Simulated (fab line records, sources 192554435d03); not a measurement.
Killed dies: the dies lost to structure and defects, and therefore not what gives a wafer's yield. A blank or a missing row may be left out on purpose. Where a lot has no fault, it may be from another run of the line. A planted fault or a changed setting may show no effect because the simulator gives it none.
fab line records    flow n5Finfet
record lots=4  wafers=12  lastDay=18
route steps=1938 shown BEOL_M3@937 BEOL_M4@1111 PASSIVATION@1936
lots that met no fault: taken from a fault-free run of the same line
startH: hours from the record's opening day to when the first of the lot's shown wafers began    waitH: hours elapsed since this lot's preceding step    " repeats the value in the row above    L1.1+2: several wafers, shown together as one row    - no value, or no start given    * or withheld: withheld    < > ~ a bound
route shown NAME@n: names a module that has steps shown in the file, with the first one's number in the route    usual: the fault-free wafers' mean and standard deviation    same: alike in all rows    chamber/n: place in a boat    sites: readings site by site    _std_site: the standard deviation of these    _edge_site: outer sites' mean less inner sites'    radiusMm: for every site, how far away it sits from the centre of the wafer    mask NAME#n: copy n    behind: the tool/chamber that last shaped the wafer    hold: the reason the lot was held/the length of the hold in hours/how it ended    device: whichever transistor did not switch (one of n, p or np)    end of line: the tests these same wafers got at the end of their route    step lacking rows: just its recipe    killed: at the first sort, the dies lost to defects and structure; wafer yield is something else    map: a wafer's dies, x killed, . not, _ none there
set.NAME: setting as actually run; set.NAME@STEP: the setting as run at that earlier step    model.NAME: the simulator's own value behind a step, which no gauge read
lots at some steps of the route; a table a step, a row a wafer
services: from which hour (startH, from the record's first day; less than 0 if before it) a tool's chamber was out of use, for how many hours, and why
## steps
# step N5_BEOL_M3_COAT_73
# recipe resist=underlayer  tempC=205  timeS=60  spinRpm=1500  resistThkNm=5
# step N5_BEOL_M3_COAT_05
# recipe resist=CAR-EUV  spinRpm=1500  resistThkNm=30
# step N5_BEOL_M3_EBR_07
# recipe solvent=PGMEA  ebrWidthMm=1.5
# step N5_BEOL_M3_SOFTBAKE_06
# recipe tempC=110  timeS=60  resist=CAR-EUV
# step N5_BEOL_M3_EXPOSE_08
# recipe maskId=M3  na=0.33  sourceShape=dipole  sigmaInner=0.369  sigmaOuter=0.767  polarization=unpolarized  doseMj=33
# step N5_BEOL_M3_PEB_09
# recipe pebTempC=100  pebTimeS=60  resist=CAR-EUV
# step N5_BEOL_M3_DEVELOP_10
# recipe developTimeS=30  developer=TMAH  resist=CAR-EUV  rinseLiquid=surfactantRinse  dry=airSpin  devTempC=23
# step N5_BEOL_M3_DESCUM_16
# recipe chemistry=O2  timeS=7  sourcePowerW=50  biasPowerW=20  pressureMtorr=20  rfFrequencyHz=2.712e+07  tempC=40  resist=CAR-EUV  o2FlowSccm=225
# step N5_BEOL_M3_ETCH_74
# recipe chemistry=N2/H2  target=underlayer  targetDepthA=65  maskMaterial=CAR-EUV  timeS=5.2  ionEnergyEv=200  pressureMtorr=30  sourceW=840  biasW=150  n2FlowSccm=200  h2FlowSccm=200  ends=cleared
# step N5_BEOL_M3_ETCH_63
# recipe chemistry=CF4  target=SiARC  targetDepthA=156  maskMaterial=CAR-EUV  timeS=26  ionEnergyEv=80  pressureMtorr=40  sourceW=545  biasW=36  Ar_flow_sccm=100  cf4FlowSccm=100  ends=cleared
# usual drypumpMotorCurrentA=5.6/0.57  etchRfOnTimeS=26.0/0.66  oesProductAu=0.69/0.064  rfFwdPowerW=532.3/2.2  rfVppV=184.2/1.1  showerheadPlenumPTorr=2.14/0.062  throttleValvePct=15.57/0.22
lot.wafer  tool        chamber  startH  waitH  drypumpMotorCurrentA  etchRfOnTimeS  oesProductAu  rfFwdPowerW  rfHoursCounterH  rfVppV  showerheadPlenumPTorr  throttleValvePct
L792.1     rieDiel-06  3        227.19  0.0    6.0                   27.0           0.63          532.6        161              183.3   2.14                   15.58
L792.3     "           1        "       "      5.2                   24.9           0.79          531.3        24               185.1   2.19                   15.68
L792.4     "           3        "       "      6.0                   27.0           0.63          532.1        -                184.9   2.14                   15.56
L794.1     rieDiel-01  1        247.92  0.0    5.8                   25.5           0.61          529.9        211              183.2   2.05                   15.86
L794.5     "           1        "       "      5.8                   25.6           0.61          531.4        -                182.7   2.05                   15.87
L794.6     "           0        "       "      6.0                   26.6           0.60          532.0        -                185.1   2.13                   15.86
L796.1     rieDiel-06  3        254.21  0.0    5.9                   27.0           0.62          532.7        169              184.6   2.14                   15.59
L796.2     "           2        "       "      5.9                   27.0           0.61          530.8        178              184.3   2.23                   15.70
L796.6     "           1        "       "      5.2                   24.7           0.77          532.3        -                185.3   2.19                   15.70
L800.3     rieDiel-06  1        280.21  0.0    5.2                   24.6           0.76          531.1        40               184.7   2.19                   15.72
L800.4     "           2        "       "      5.9                   26.9           0.61          531.8        185              185.5   2.23                   15.73
L800.6     "           1        "       "      5.2                   24.6           0.76          531.5        -                184.6   2.19                   15.70
# step N5_BEOL_M3_ETCH_64
# recipe chemistry=N2/H2  target=SOC  targetDepthA=750  overetchA=150  maskMaterial=SiARC  tempC=40  timeS=112.5  ionEnergyEv=200  pressureMtorr=30  sourceW=840  biasW=150  n2FlowSccm=200  h2FlowSccm=200
# step N5_BEOL_M3_STRIP_65
# recipe chemistry=N2/H2  tempC=40  n2FlowSccm=200  h2FlowSccm=200  rfFrequencyHz=6e+07
# step N5_BEOL_M3_STRIP_75
# recipe chemistry=N2/H2  tempC=40  n2FlowSccm=200  h2FlowSccm=200  rfFrequencyHz=6e+07
# step N5_BEOL_M3_STRIP_66
# recipe chemistry=CF4  resist=SiARC  powerW=300  biasPowerW=75  pressureMtorr=50  cf4FlowSccm=150  rfFrequencyHz=6e+07
# step N5_BEOL_M3_HM_OPEN_17
# recipe chemistry=Cl2/BCl3  targetDepthA=200  overetchA=60  target=TiN  maskMaterial=SOC  ionEnergyEv=150  pressureMtorr=10  icpW=1000  biasW=126  Cl2_flow_sccm=53.25  bcl3FlowSccm=21.75  Ar_flow_sccm=25
# step N5_BEOL_M3_STRIP_19
# recipe chemistry=O2  powerW=400  tempC=40  pressureMtorr=30  rfFrequencyHz=6e+07  biasPowerW=0  overashFraction=0.2  o2FlowSccm=225
# step N5_BEOL_M3_COAT_67
# recipe resist=SOC  tempC=250  timeS=60  spinRpm=1500  resistThkNm=60
# step N5_BEOL_M3_COAT_68
# recipe resist=SiARC  tempC=220  timeS=60  spinRpm=1500  resistThkNm=12
# step N5_BEOL_M3_COAT_76
# recipe resist=underlayer  tempC=205  timeS=60  spinRpm=1500  resistThkNm=5
# step N5_BEOL_M3_COAT_22
# recipe resist=CAR-EUV  spinRpm=1500  resistThkNm=30
# step N5_BEOL_M3_EBR_24
# recipe solvent=PGMEA  ebrWidthMm=1.5
# step N5_BEOL_M3_SOFTBAKE_23
# recipe tempC=110  timeS=60  resist=CAR-EUV
# step N5_BEOL_M3_EXPOSE_25
# recipe maskId=V2  na=0.33  sourceShape=quasar  sigmaInner=0.2  sigmaOuter=0.8  polarization=unpolarized  defocusNm=5  doseMj=63
# step N5_BEOL_M3_PEB_26
# recipe pebTempC=100  pebTimeS=60  resist=CAR-EUV
# step N5_BEOL_M3_DEVELOP_27
# recipe developTimeS=30  developer=TMAH  resist=CAR-EUV  rinseLiquid=surfactantRinse  dry=airSpin  devTempC=23
# step N5_BEOL_M3_INSPECT_30
# recipe mode=adi  inspectInstrument=brightfield
# usual rawDefectCount=441/110
lot.wafer  tool              chamber  startH  waitH  rawDefectCount
L792.1     defectInspect-02  -        228.09  0.1    444
L792.3     "                 -        "       "      409
L792.4     "                 -        "       "      682
L794.1     defectInspect-02  -        248.94  0.1    455
L794.5     "                 -        "       "      639
L794.6     "                 -        "       "      553
L796.1     defectInspect-01  -        255.23  0.1    1486
L796.2     "                 -        "       "      1453
L796.6     "                 -        "       "      1451
L800.3     defectInspect-02  -        281.00  0.0    1436
L800.4     "                 -        "       "      1244
L800.6     "                 -        "       "      1246
# step N5_BEOL_M3_DESCUM_33
# recipe chemistry=O2  timeS=7  sourcePowerW=50  biasPowerW=20  pressureMtorr=20  rfFrequencyHz=2.712e+07  tempC=40  resist=CAR-EUV  o2FlowSccm=225
# step N5_BEOL_M4_RC_MEAS_101
# usual DIBL_N=36.6/1.9  DIBL_P=36.7/2.2  IOFF_N=0.16/0.035  IOFF_P=0.22/0.038  ION_N=672/14  ION_P=462/8.3  SS_N=71.6/0.65  SS_P=73.5/0.72  VT_N=250/3.5  VT_P=-250/3.1
lot.wafer  tool       chamber  startH  waitH  DIBL_N[mV/V]  DIBL_P[mV/V]  IOFF_N[nA/um]  IOFF_P[nA/um]  ION_N[uA/um]  ION_P[uA/um]  SS_N[mV/dec]  SS_P[mV/dec]  VT_N[mV]  VT_P[mV]
L792.1     prober-01  0        257.52  0.0    36.8          34.5          0.15           0.22           672           464           71.9          73.1          252       -247
L792.3     "          0        "       "      35.7          33.8          0.13           0.21           663           464           71.1          72.9          253       -248
L792.4     "          0        "       "      37.9          35.3          0.16           0.23           656           454           71.9          73.7          251       -247
L794.1     prober-02  0        279.58  0.0    35.7          36.3          0.14           0.20           675           469           72.0          73.0          254       -251
L794.5     "          0        "       "      35.3          36.2          0.14           0.20           676           470           70.9          72.9          252       -250
L794.6     "          0        "       "      37.5          39.4          0.17           0.24           663           452           71.9          74.2          250       -249
L796.1     prober-01  0        291.00  0.0    35.8          37.3          0.15           0.24           676           466           71.3          74.4          251       -247
L796.2     "          0        "       "      40.0          41.2          0.24           0.32           666           461           72.7          75.3          249       -245
L796.6     "          0        "       "      35.4          37.4          0.15           0.23           662           467           71.4          74.0          252       -247
L800.3     prober-01  0        319.41  0.3    37.1          38.1          0.17           0.23           690           473           71.7          74.3          249       -248
L800.4     "          0        "       "      38.6          38.7          0.18           0.24           666           459           72.2          74.4          252       -248
L800.6     "          0        "       "      37.3          36.9          0.15           0.21           660           452           71.0          74.1          254       -250
# step N5_PASSIVATION_PROBE_49
# usual defectLimitedYield=91.6/1.4  killed_at_M0_to_M3=35/10  killed_at_M4_up=13/4.8  killedAtContacts=12/7.2  killedAtFrontEnd=36/12  killedAtOther=4/3.1  killedDies=100/17  killedOnRim=13/4.2  killedOpen=66/13  killedShort=32/7.3  sort_bin_4_leakage=0.00/0.0099  sort_bin_5_function=5.0/0.94  sort_bin_6_memory=3.1/0.67  sortNPass=1080/17  sortYieldPct=91.6/1.4
# same grossDies=1180  killedAtBackSide=0  sort_bin_8_speed[%]=0
lot.wafer  tool       chamber  startH  waitH  defectLimitedYield[%]  killed_at_M0_to_M3  killed_at_M4_up  killedAtContacts  killedAtFrontEnd  killedAtOther  killedDies  killedOnRim  killedOpen  killedShort  sort_bin_4_leakage[%]  sort_bin_5_function[%]  sort_bin_6_memory[%]  sortNPass  sortYieldPct[%]
L792.1     prober-02  -        377.05  0.3    91.7                   40                  5                14                35                4              98          14           59          39           0                      5.0                     3.1                   1082       91.7
L792.3     prober-02  -        377.15  0.4    91.1                   35                  17               5                 39                9              105         14           65          40           0                      4.7                     3.8                   1075       91.1
L792.4     prober-02  -        377.20  0.5    88.6                   54                  11               8                 55                6              134         18           92          41           0                      6.9                     4.3                   1046       88.6
L794.1     prober-02  -        407.17  0.0    92.1                   39                  18               6                 28                2              93          9            72          19           0                      4.8                     2.9                   1087       92.1
L794.5     prober-02  -        407.37  0.2    90.3                   49                  14               11                38                2              114         16           77          36           0                      6.0                     3.1                   1066       90.3
L794.6     prober-02  -        407.42  0.3    93.6                   30                  22               5                 18                0              75          6            52          22           0                      4.3                     1.9                   1105       93.6
L796.1     prober-01  -        412.09  0.0    83.5                   139                 8                12                30                6              195         31           48          33           0                      9.8                     4.0                   985        83.5
L796.2     prober-01  -        412.14  0.1    84.2                   129                 15               18                22                3              187         30           64          26           0.08                   10.3                    3.0                   992        84.1
L796.6     prober-01  -        412.34  0.3    85.0                   101                 9                18                41                8              177         24           60          36           0                      7.8                     4.1                   1003       85.0
L800.3     prober-02  -        438.64  0.1    87.9                   110                 7                3                 18                5              143         20           33          20           0                      6.9                     2.5                   1037       87.9
L800.4     prober-02  -        438.69  0.2    84.2                   130                 19               12                24                2              187         28           67          29           0                      9.2                     3.9                   993        84.2
L800.6     prober-02  -        438.79  0.3    87.6                   106                 9                10                19                2              146         28           41          22           0                      7.2                     3.1                   1034       87.6
# killed by level:class
L792.1 MOL_CONTACT_COAG:geometricParticle:open=12 FIN_SAQP:geometricParticle:short=11 BEOL_M3:geometricParticle:open=9 BEOL_M0_SAQP:geometricParticle:open=8 BEOL_M0_SAQP:geometricParticle:short=7 FIN_SAQP:geometricParticle:open=6 BEOL_M3:geometricParticle:short=5 FIN_CUT:geometricParticle:short=3
L792.3 FIN_SAQP:geometricParticle:open=13 BEOL_M4:geometricParticle:open=13 FIN_SAQP:geometricParticle:short=8 BEOL_M2:geometricParticle:open=7 BEOL_M0_SAQP:geometricParticle:short=7 BEOL_M1:geometricParticle:short=6 BEOL_M1:geometricParticle:open=6 MOL_CONTACT_COAG:geometricParticle:open=5
L792.4 BEOL_M0_SAQP:geometricParticle:open=19 FIN_SAQP:geometricParticle:open=16 STI_FIN_REVEAL:geometricParticle:open=15 BEOL_M0_SAQP:geometricParticle:short=11 BEOL_M3:geometricParticle:open=9 FIN_SAQP:geometricParticle:short=7 MOL_CONTACT_COAG:geometricParticle:open=6 BEOL_M2:geometricParticle:open=6
L794.1 BEOL_M4:geometricParticle:open=12 BEOL_M0_SAQP:geometricParticle:open=9 BEOL_M3:geometricParticle:open=9 BEOL_M1:geometricParticle:open=7 BEOL_M0_SAQP:geometricParticle:short=6 BEOL_M2:geometricParticle:open=6 STI_FIN_REVEAL:geometricParticle:open=5 DUMMY_GATE:geometricParticle:open=5
L794.5 BEOL_M0_SAQP:geometricParticle:short=14 BEOL_M0_SAQP:geometricParticle:open=12 BEOL_M2:geometricParticle:open=12 FIN_SAQP:geometricParticle:open=10 STI_FIN_REVEAL:geometricParticle:open=7 MOL_CONTACT_COAG:geometricParticle:open=7 BEOL_M4:geometricParticle:open=6 MOL_CONTACT_COAG:geometricParticle:short=4
L794.6 BEOL_M4:geometricParticle:open=10 BEOL_M0_SAQP:geometricParticle:short=9 BEOL_M0_SAQP:geometricParticle:open=9 BEOL_M2:geometricParticle:open=6 MOL_CONTACT_COAG:geometricParticle:open=5 BEOL_M6:geometricParticle:open=4 GATE_CUT:geometricParticle:open=3 FIN_SAQP:geometricParticle:open=2
L796.1 BEOL_M3:unspecified=114 MOL_CONTACT_COAG:geometricParticle:open=11 STI_FIN_REVEAL:geometricParticle:open=9 BEOL_M0_SAQP:geometricParticle:short=7 BEOL_M3:geometricParticle:open=5 FIN_SAQP:geometricParticle:short=4 GATE_CUT:geometricParticle:short=4 STARTING-WAFER:geometricParticle:open=3
L796.2 BEOL_M3:unspecified=97 MOL_CONTACT_COAG:geometricParticle:open=15 BEOL_M0_SAQP:geometricParticle:open=9 BEOL_M3:geometricParticle:open=9 BEOL_M4:geometricParticle:open=9 BEOL_M0_SAQP:geometricParticle:short=6 FIN_SAQP:geometricParticle:open=4 FIN_SAQP:geometricParticle:short=3
L796.6 BEOL_M3:unspecified=81 MOL_CONTACT_COAG:geometricParticle:open=13 FIN_SAQP:geometricParticle:short=7 DUMMY_GATE:geometricParticle:open=7 BEOL_M0_SAQP:geometricParticle:open=7 FIN_SAQP:geometricParticle:open=5 GATE_CUT:geometricParticle:short=5 MOL_CONTACT_COAG:geometricParticle:short=5
L800.3 BEOL_M3:unspecified=89 BEOL_M2:geometricParticle:open=13 FIN_SAQP:geometricParticle:short=5 STI_FIN_REVEAL:geometricParticle:open=3 GATE_CUT:geometricParticle:short=3 MOL_CONTACT_COAG:geometricParticle:open=3 PASS1_DEP:geometricParticle:short=3 BEOL_M0_SAQP:geometricParticle:short=2
L800.4 BEOL_M3:unspecified=91 MOL_CONTACT_COAG:geometricParticle:open=11 FIN_SAQP:geometricParticle:short=8 BEOL_M1:geometricParticle:open=8 FIN_SAQP:geometricParticle:open=7 BEOL_M2:geometricParticle:open=7 BEOL_M0_SAQP:geometricParticle:short=6 BEOL_M3:geometricParticle:open=5
L800.6 BEOL_M3:unspecified=83 BEOL_M0_SAQP:geometricParticle:open=8 MOL_CONTACT_COAG:geometricParticle:open=7 BEOL_M0_SAQP:geometricParticle:short=7 STI_FIN_REVEAL:geometricParticle:open=6 FIN_SAQP:geometricParticle:short=5 BEOL_M5:geometricParticle:open=5 MOL_CONTACT_COAG:geometricParticle:short=3
# map L796.1 (x killed, . not)
_________________xx..........________________
______________x.xxx............x_____________
___________xxxxxx..xx...........x..__________
__________xxxxxxxx.................._________
________xxxxxxxxxxxx.................._______
_______xxxxxxxxxxxxx...................______
______xxxxxxxxxxxxx.xx.......x..x......._____
_____xxxxxxxxxxxxxx.........x....x.......____
____....xxxxxxxxxxx.................x.....___
___..xxxxxxxxxxxxxx.............x..........__
___....x.xxxxxxxx...x...xx......x..........__
__............xxxx............x............._
__........xx.x.x.........................xx._
_.........................................x..
_...xx.........x.....x....................x..
_....................................x.......
_...................x...............x......x.
_............x.....x...........x.............
_........x.........x........x.........x......
_x.............................x.............
_...........x................................
__x....................x.....x...xx........._
__.x........x...x..x......x......x.xx......._
___......x..x.x.........x...x......x.......__
___.........x.......x......x...............__
____x.x.......x..........x................___
_____..........x..x...........x..........____
______......x.............x....x......x._____
_______................x.........x....x______
________.....x........................_______
__________.............x............_________
___________...x........x...........__________
______________.................._____________
_________________..x........x________________
# map L800.4 (x killed, . not)
_________________...x..xxxxxx________________
______________.......xxxxxxxxxxx_____________
___________..x.......xxxxxxxxxxxxxx__________
__________..x........xxxxxxxxxxxxx.x_________
________.......x.....xxxxxxxxxxxxxxxx._______
_______............x..x.xxxxxxxxxx.....______
______x.......x......xxxx.xxxxxx.xx....._____
_____...................xx.x.xx..........____
____.....x....xx..........x.xxxxxx........___
___x.......x...x...........................__
___.x.................x....x.......x.....x.__
__.....x...................................._
__.............xx..x..x.......x..x......xx.._
_.x............................x.x.x.........
_..x.....xx...x..............................
_............x.............................x.
_..................x.....x...........x..x....
_..x.x.....x......................x..........
_.........x..x....x..........x.....x...x.....
_..........x............x........x...........
_x.....x.....................................
__.........................x....x..........._
__..x........x...x..................x....x.x_
___.........x...........................xx.__
___...........x..x.................x......x__
____.....x.....x....x..x........x......x..___
_____....................xx.........x....____
______.....x............................_____
_______...............x....xx..........______
________.............................._______
__________...........x...x.x......x._________
___________......x.................__________
______________x..............x.._____________
_________________............________________
## services
tool        chamber  startH  hours  kind
rieDiel-06  2        224.10  3.8    repair
## key
firstSign step=N5_BEOL_M3_INSPECT_30  reading=rawDefectCount  direction=up  sigmas=8.8  usual=441  struck=1386
effect step=N5_PASSIVATION_PROBE_49  reading=killed_at_M0_to_M3  direction=up  sigmas=8.1  usual=35  struck=119
moreKillsBornAt N5_BEOL_M3_ETCH_63@rieDiel-06=555
metAt N5_BEOL_M3_ETCH_63
struckWafers L796.1,L796.2,L796.6,L800.3,L800.4,L800.6
onsetBetween 227.19 254.21
alsoFits time
fault kind=chamberParticleSource  tool=rieDiel-06  chamber=-  onsetH=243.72  steps=N5_BEOL_M3_ETCH_63  ratePerVisitCm2=1.3279  endH=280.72
